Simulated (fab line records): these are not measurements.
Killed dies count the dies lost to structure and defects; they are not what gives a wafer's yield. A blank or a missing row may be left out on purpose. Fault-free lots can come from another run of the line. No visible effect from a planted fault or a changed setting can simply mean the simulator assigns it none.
Which of the tools did it? + flow n5 finfet + 72 wafers from 24 lots sampled at 6 of the route's 1938 steps

## WHAT THE GAUGES READ, wafer by wafer
N5_BEOL_M14_THK_MEAS_50: measures by xrf.
| lot  | measured     | on            | M14_THK (nm) |
|------|--------------|---------------|--------------|
| L074 | day 11 18:03 | film metro-02 | 532 527 555  |
| L076 | day 12 11:37 | film metro-02 | 578 582 576  |
| L078 | day 12 17:36 | film metro-02 | 566 570 566  |
| L075 | day 12 21:17 | film metro-02 | 550 552 554  |
| L081 | day 12 22:08 | film metro-01 | 599 564 568  |
| L077 | day 13 01:46 | film metro-02 | 544 587 556  |
| L080 | day 13 07:40 | film metro-02 | 574 566 557  |
| L079 | day 13 15:25 | film metro-02 | 564 555 557  |
| L083 | day 14 11:04 | film metro-01 | 571 563 543  |
| L084 | day 14 12:32 | film metro-02 | 589 599 591  |
| L086 | day 14 14:27 | film metro-02 | 557 578 560  |
| L082 | day 14 19:43 | film metro-02 | 591 587 547  |
| L088 | day 14 19:53 | film metro-01 | 551 559 585  |
| L085 | day 15 01:22 | film metro-02 | 554 558 534  |
| L087 | day 15 10:15 | film metro-02 | 525 561 555  |
| L089 | day 15 12:48 | film metro-02 | 584 562 558  |
| L090 | day 15 13:05 | film metro-02 | 594 542 555  |
| L091 | day 16 02:27 | film metro-02 | 555 600 555  |
| L092 | day 16 11:52 | film metro-01 | 595 548 559  |
| L093 | day 17 02:40 | film metro-02 | 565 561 565  |
| L097 | day 17 09:21 | film metro-02 | 571 564 567  |
| L094 | day 17 17:38 | film metro-02 | 576 568 555  |
| L096 | day 17 18:20 | film metro-01 | 564 546 547  |
| L095 | day 18 13:50 | film metro-02 | 600 596 593  |

N5_BEOL_M15_CD_MEAS_28: target cd 407.6 nm.
| lot  | measured     | on        | cd nm (nm)        |
|------|--------------|-----------|-------------------|
| L074 | day 11 20:45 | cd sem-02 | 408.5 408.7 404.5 |
| L076 | day 12 14:02 | cd sem-02 | 407.1 409.5 405.8 |
| L078 | day 12 20:02 | cd sem-01 | 408.3 408.5 407.6 |
| L075 | day 12 23:39 | cd sem-02 | 408.8 408.1 410.6 |
| L081 | day 13 00:31 | cd sem-02 | 410.3 408.7 408.0 |
| L077 | day 13 04:08 | cd sem-02 | 409.7 407.6 407.4 |
| L080 | day 13 10:09 | cd sem-01 | 408.2 405.5 408.5 |
| L079 | day 13 17:45 | cd sem-03 | 406.3 408.9 409.4 |
| L083 | day 14 13:32 | cd sem-01 | 410.2 405.3 402.8 |
| L084 | day 14 14:52 | cd sem-02 | 408.8 406.8 406.6 |
| L086 | day 14 16:52 | cd sem-02 | 410.1 408.3 406.9 |
| L082 | day 14 22:11 | cd sem-02 | 406.7 407.1 403.4 |
| L088 | day 14 22:32 | cd sem-01 | 404.9 401.3 403.5 |
| L085 | day 15 03:47 | cd sem-01 | 405.4 409.0 411.2 |
| L087 | day 15 12:38 | cd sem-03 | 408.5 410.6 413.0 |
| L089 | day 15 15:29 | cd sem-03 | 406.6 406.4 402.5 |
| L090 | day 15 15:40 | cd sem-02 | 405.9 400.7 405.2 |
| L091 | day 16 04:45 | cd sem-01 | 406.7 407.9 405.7 |
| L092 | day 16 14:27 | cd sem-02 | 406.0 403.4 405.2 |
| L093 | day 17 05:25 | cd sem-01 | 408.7 410.1 408.5 |
| L097 | day 17 11:49 | cd sem-02 | 411.2 406.3 407.4 |
| L094 | day 17 20:13 | cd sem-01 | 403.6 406.7 406.5 |
| L096 | day 17 21:03 | cd sem-03 | 404.4 406.5 408.9 |
| L095 | day 18 16:26 | cd sem-01 | 407.6 409.5 410.5 |

## WHAT TOOL EACH LOT RAN ON (gives the tool, then ch and the chambers of the sampled wafers, and finally the start)
| lot  | N5_BEOL_M14_SPUTTER_45       | N5_BEOL_M14_ANNEAL_48            | N5_BEOL_M15_ILD_DEP_00          | N5_BEOL_M15_ETCH_59                |
|------|------------------------------|----------------------------------|---------------------------------|------------------------------------|
| L074 | pvd sputter-02, day 11 17:09 | rtp anneal-01 ch 0, day 11 17:32 | pecvd-01 ch 0,1,2, day 11 18:14 | rie diel-04 ch 0,1,2, day 11 19:17 |
| L076 | pvd sputter-02, day 12 10:43 | rtp anneal-02 ch 0, day 12 11:04 | pecvd-01 ch 1,2, day 12 11:49   | rie diel-04 ch 0,1, day 12 12:41   |
| L078 | pvd sputter-03, day 12 16:42 | rtp anneal-02 ch 0, day 12 17:01 | pecvd-01 ch 0,2, day 12 17:47   | rie diel-03 ch 0,1,3, day 12 18:34 |
| L075 | pvd sputter-03, day 12 20:16 | rtp anneal-01 ch 0, day 12 20:47 | pecvd-02 ch 0,1, day 12 21:29   | rie diel-03 ch 0,1, day 12 22:09   |
| L081 | pvd sputter-01, day 12 21:13 | rtp anneal-02 ch 0, day 12 21:36 | pecvd-02 ch 0,1,2, day 12 22:20 | rie diel-03 ch 0,3, day 12 23:02   |
| L077 | pvd sputter-02, day 13 00:52 | rtp anneal-01 ch 0, day 13 01:18 | pecvd-01 ch 0,1,2, day 13 02:04 | rie diel-03 ch 0,2,3, day 13 02:37 |
| L080 | pvd sputter-01, day 13 06:44 | rtp anneal-01 ch 0, day 13 07:07 | pecvd-02 ch 1,2, day 13 07:51   | rie diel-02 ch 1,2,3, day 13 08:41 |
| L079 | pvd sputter-01, day 13 13:40 | rtp anneal-02 ch 0, day 13 14:49 | pecvd-01 ch 1,2, day 13 15:37   | rie diel-04 ch 1,2,3, day 13 16:17 |
| L083 | pvd sputter-02, day 14 09:25 | rtp anneal-02 ch 0, day 14 10:13 | pecvd-03 ch 0,1,2, day 14 11:16 | rie diel-04 ch 1,2,3, day 14 12:04 |
| L084 | pvd sputter-01, day 14 09:59 | rtp anneal-01 ch 0, day 14 11:57 | pecvd-02 ch 0,1,2, day 14 12:44 | rie diel-04 ch 1,2, day 14 13:32   |
| L086 | pvd sputter-03, day 14 13:14 | rtp anneal-01 ch 0, day 14 13:56 | pecvd-01 ch 0,2, day 14 14:38   | rie diel-02 ch 0,2,3, day 14 15:31 |
| L082 | pvd sputter-03, day 14 18:49 | rtp anneal-02 ch 0, day 14 19:10 | pecvd-01 ch 1,2, day 14 19:55   | rie diel-02 ch 0,2,3, day 14 20:43 |
| L088 | pvd sputter-02, day 14 18:55 | rtp anneal-01 ch 0, day 14 19:17 | pecvd-02 ch 0,1,2, day 14 20:04 | rie diel-04 ch 0,2,3, day 14 20:53 |
| L085 | pvd sputter-03, day 15 00:28 | rtp anneal-02 ch 0, day 15 00:49 | pecvd-02 ch 0,1, day 15 01:34   | rie diel-02 ch 1,2,3, day 15 02:25 |
| L087 | pvd sputter-01, day 15 08:52 | rtp anneal-01 ch 0, day 15 09:42 | pecvd-03 ch 0,1, day 15 10:26   | rie diel-04 ch 2,3, day 15 11:07   |
| L089 | pvd sputter-03, day 15 11:00 | rtp anneal-01 ch 0, day 15 12:20 | pecvd-03 ch 0,1,2, day 15 13:06 | rie diel-02 ch 2,3, day 15 13:43   |
| L090 | pvd sputter-03, day 15 11:37 | rtp anneal-01 ch 0, day 15 12:31 | pecvd-03 ch 0,1,2, day 15 13:16 | rie diel-04 ch 0,3, day 15 14:05   |
| L091 | pvd sputter-03, day 16 01:33 | rtp anneal-02 ch 0, day 16 01:51 | pecvd-01 ch 0,2, day 16 02:38   | rie diel-04 ch 0,1,2, day 16 03:19 |
| L092 | pvd sputter-01, day 16 10:39 | rtp anneal-02 ch 0, day 16 11:16 | pecvd-01 ch 1,2, day 16 12:03   | rie diel-04 ch 0,1,2, day 16 13:07 |
| L093 | pvd sputter-02, day 17 01:08 | rtp anneal-02 ch 0, day 17 02:07 | pecvd-02 ch 0,2, day 17 02:52   | rie diel-02 ch 0,2, day 17 03:40   |
| L097 | pvd sputter-03, day 17 08:27 | rtp anneal-01 ch 0, day 17 08:48 | pecvd-02 ch 0,2, day 17 09:32   | rie diel-03 ch 1,3, day 17 10:20   |
| L094 | pvd sputter-03, day 17 16:44 | rtp anneal-01 ch 0, day 17 17:02 | pecvd-02 ch 0,1,2, day 17 17:51 | rie diel-02 ch 0,3, day 17 18:48   |
| L096 | pvd sputter-03, day 17 17:08 | rtp anneal-02 ch 0, day 17 17:45 | pecvd-02 ch 0,1, day 17 18:34   | rie diel-02 ch 2,3, day 17 19:34   |
| L095 | pvd sputter-03, day 18 12:01 | rtp anneal-01 ch 0, day 18 13:14 | pecvd-02 ch 0,1,2, day 18 14:01 | rie diel-04 ch 0,2,3, day 18 14:57 |
- N5_BEOL_M14_SPUTTER_45: material Cu, target thk 100 nm, time 16.67 s.
- N5_BEOL_M14_ANNEAL_48: time 90 s.
- N5_BEOL_M15_ILD_DEP_00: deposits SiO2 from TEOS/O2, target thk 1629.3 nm, time 346.1 s.
- N5_BEOL_M15_ETCH_59: etches BARC in N2/H2, target depth 89 nm, overetch 26.7 nm, time 67.9 s.

## AS READ BY THE TOOLS THEMSELVES (means over the sampled wafers that have a number; for cases with no such wafer, the mark the record gives instead)
N5_BEOL_M14_SPUTTER_45.
| lot  | tool           | chuck gas flow sccm (sccm) | throttle valve pct (%) |
|------|----------------|----------------------------|------------------------|
| L074 | pvd sputter-02 | 1.24                       | 29.6                   |
| L076 | pvd sputter-02 | 1.22                       | 29.5                   |
| L078 | pvd sputter-03 | 1.21                       | 29.0                   |
| L075 | pvd sputter-03 | 1.32                       | 29.8                   |
| L081 | pvd sputter-01 | 1.28                       | 30.4                   |
| L077 | pvd sputter-02 | 1.22                       | 29.6                   |
| L080 | pvd sputter-01 | 1.26                       | 30.4                   |
| L079 | pvd sputter-01 | 1.26                       | 30.4                   |
| L083 | pvd sputter-02 | 1.23                       | 29.4                   |
| L084 | pvd sputter-01 | 1.25                       | 30.6                   |
| L086 | pvd sputter-03 | 1.24                       | 29.3                   |
| L082 | pvd sputter-03 | 1.25                       | 29.9                   |
| L088 | pvd sputter-02 | 1.32                       | 29.5                   |
| L085 | pvd sputter-03 | 1.25                       | 29.4                   |
| L087 | pvd sputter-01 | 1.23                       | 30.7                   |
| L089 | pvd sputter-03 | 1.24                       | 29.4                   |
| L090 | pvd sputter-03 | 1.24                       | 30.5                   |
| L091 | pvd sputter-03 | 1.27                       | 28.9                   |
| L092 | pvd sputter-01 | 1.26                       | 30.7                   |
| L093 | pvd sputter-02 | 1.27                       | 30.2                   |
| L097 | pvd sputter-03 | 1.23                       | 29.0                   |
| L094 | pvd sputter-03 | 1.26                       | 29.9                   |
| L096 | pvd sputter-03 | 1.26                       | 30.3                   |
| L095 | pvd sputter-03 | 1.28                       | 30.4                   |

N5_BEOL_M14_ANNEAL_48.
| lot  | tool          | wafer_temp_C_max |
|------|---------------|------------------|
| L074 | rtp anneal-01 | 226.5            |
| L076 | rtp anneal-02 | 226.0            |
| L078 | rtp anneal-02 | 226.3            |
| L075 | rtp anneal-01 | 226.4            |
| L081 | rtp anneal-02 | 226.2            |
| L077 | rtp anneal-01 | 226.4            |
| L080 | rtp anneal-01 | 226.3            |
| L079 | rtp anneal-02 | 225.8            |
| L083 | rtp anneal-02 | 226.0            |
| L084 | rtp anneal-01 | 226.6            |
| L086 | rtp anneal-01 | 226.8            |
| L082 | rtp anneal-02 | 226.4            |
| L088 | rtp anneal-01 | 226.5            |
| L085 | rtp anneal-02 | 226.0            |
| L087 | rtp anneal-01 | 226.9            |
| L089 | rtp anneal-01 | 226.3            |
| L090 | rtp anneal-01 | 226.6            |
| L091 | rtp anneal-02 | 225.9            |
| L092 | rtp anneal-02 | 226.0            |
| L093 | rtp anneal-02 | 226.2            |
| L097 | rtp anneal-01 | 226.3            |
| L094 | rtp anneal-01 | 226.5            |
| L096 | rtp anneal-02 | 226.1            |
| L095 | rtp anneal-01 | 226.4            |

N5_BEOL_M15_ILD_DEP_00.
| lot  | tool     | heater power w (W) | showerhead plenum p Torr (Torr) | throttle valve pct (%) |
|------|----------|--------------------|---------------------------------|------------------------|
| L074 | pecvd-01 | 513                | 8.312                           | 19.8                   |
| L076 | pecvd-01 | 518                | 8.316                           | 18.6                   |
| L078 | pecvd-01 | 489                | 8.323                           | 18.9                   |
| L075 | pecvd-02 | 423                | 8.323                           | 18.6                   |
| L081 | pecvd-02 | 565                | 8.327                           | 17.9                   |
| L077 | pecvd-01 | 506                | 8.316                           | 20.0                   |
| L080 | pecvd-02 | 606                | 8.359                           | 17.7                   |
| L079 | pecvd-01 | 537                | 8.348                           | 19.7                   |
| L083 | pecvd-03 | 674                | 8.314                           | 19.5                   |
| L084 | pecvd-02 | 519                | 8.338                           | 18.1                   |
| L086 | pecvd-01 | 477                | 8.328                           | 18.9                   |
| L082 | pecvd-01 | 512                | 8.339                           | 19.7                   |
| L088 | pecvd-02 | 473                | 8.357                           | 18.3                   |
| L085 | pecvd-02 | 455                | 8.330                           | 18.5                   |
| L087 | pecvd-03 | 640                | 8.303                           | 19.9                   |
| L089 | pecvd-03 | 604                | 8.313                           | 19.4                   |
| L090 | pecvd-03 | 657                | 8.332                           | 19.3                   |
| L091 | pecvd-01 | 583                | 8.318                           | 20.1                   |
| L092 | pecvd-01 | 526                | 8.350                           | 19.7                   |
| L093 | pecvd-02 | 517                | 8.317                           | 18.1                   |
| L097 | pecvd-02 | 495                | 8.321                           | 18.1                   |
| L094 | pecvd-02 | 484                | 8.331                           | 18.4                   |
| L096 | pecvd-02 | 465                | 8.325                           | 18.7                   |
| L095 | pecvd-02 | 557                | 8.345                           | 18.2                   |

N5_BEOL_M15_ETCH_59.
| lot  | tool        | drypump motor current A (A) | oes product au (a.u.) | rf vpp V (V) | showerhead plenum p Torr (Torr) | throttle valve pct (%) |
|------|-------------|-----------------------------|-----------------------|--------------|---------------------------------|------------------------|
| L074 | rie diel-04 | 5.8                         | 0.62                  | 524.9        | 2.61                            | 18.20                  |
| L076 | rie diel-04 | 5.9                         | 0.59                  | 523.1        | 2.56                            | 18.46                  |
| L078 | rie diel-03 | 5.5                         | 0.72                  | 522.1        | 2.50                            | 17.86                  |
| L075 | rie diel-03 | 5.1                         | 0.74                  | 521.4        | 2.49                            | 17.81                  |
| L081 | rie diel-03 | 5.9                         | 0.68                  | 522.4        | 2.51                            | 17.89                  |
| L077 | rie diel-03 | 5.7                         | 0.70                  | 523.2        | 2.52                            | 17.70                  |
| L080 | rie diel-02 | 5.7                         | 0.67                  | 523.9        | 2.54                            | 17.77                  |
| L079 | rie diel-04 | 5.5                         | 0.61                  | 524.9        | 2.61                            | 18.18                  |
| L083 | rie diel-04 | 5.5                         | 0.60                  | 525.8        | 2.61                            | 18.20                  |
| L084 | rie diel-04 | 5.7                         | 0.64                  | 525.6        | 2.61                            | 18.09                  |
| L086 | rie diel-02 | 5.4                         | 0.68                  | 523.1        | 2.52                            | 17.81                  |
| L082 | rie diel-02 | 5.4                         | 0.68                  | 523.2        | 2.52                            | 17.81                  |
| L088 | rie diel-04 | 5.6                         | 0.69                  | 526.6        | 2.63                            | 17.98                  |
| L085 | rie diel-02 | 5.7                         | 0.66                  | 524.0        | 2.53                            | 17.79                  |
| L087 | rie diel-04 | 5.5                         | 0.63                  | 526.4        | 2.65                            | 17.96                  |
| L089 | rie diel-02 | 5.2                         | 0.71                  | 523.9        | 2.54                            | 17.70                  |
| L090 | rie diel-04 | 5.7                         | 0.73                  | 525.1        | 2.62                            | 18.03                  |
| L091 | rie diel-04 | 5.8                         | 0.76                  | 525.0        | 2.60                            | 17.97                  |
| L092 | rie diel-04 | 5.8                         | 0.75                  | 524.5        | 2.60                            | 17.98                  |
| L093 | rie diel-02 | 5.5                         | 0.62                  | 522.7        | 2.49                            | 17.96                  |
| L097 | rie diel-03 | 5.6                         | 0.66                  | 523.0        | 2.51                            | 18.09                  |
| L094 | rie diel-02 | 5.2                         | 0.71                  | 521.7        | 2.47                            | 17.85                  |
| L096 | rie diel-02 | 5.2                         | 0.69                  | 523.2        | 2.53                            | 17.72                  |
| L095 | rie diel-04 | 5.6                         | 0.74                  | 526.1        | 2.63                            | 17.85                  |

## THE ANSWER, worked out from the rows above alone
Rule: usual is defined by the lots themselves. The widest of any qualifying gaps counts: lots, ordered by their means at a reading, are off when they make up no more than a third of the lots, leave a main group of 4 or more, and stand apart from it by 3 or more times the standard deviation of that group's means. A main group whose means are all the same, to the digits that the tables above print for the reading, isn't used. Also off: a lot with no number at a reading for which 4 or more lots have one. All remaining lots with rows at the step are treated as sound. Order of review: gauges by route order, followed by the tools' own readings, for which a lot's mean as printed above is used. The first step at which some lot is off is used, and at that step the reading that is off furthest; a lot without a number counts as furthest.
No lot is off on any of the readings shown, so nothing can be concluded from this.

## WHAT THE SIMULATOR PUT IN
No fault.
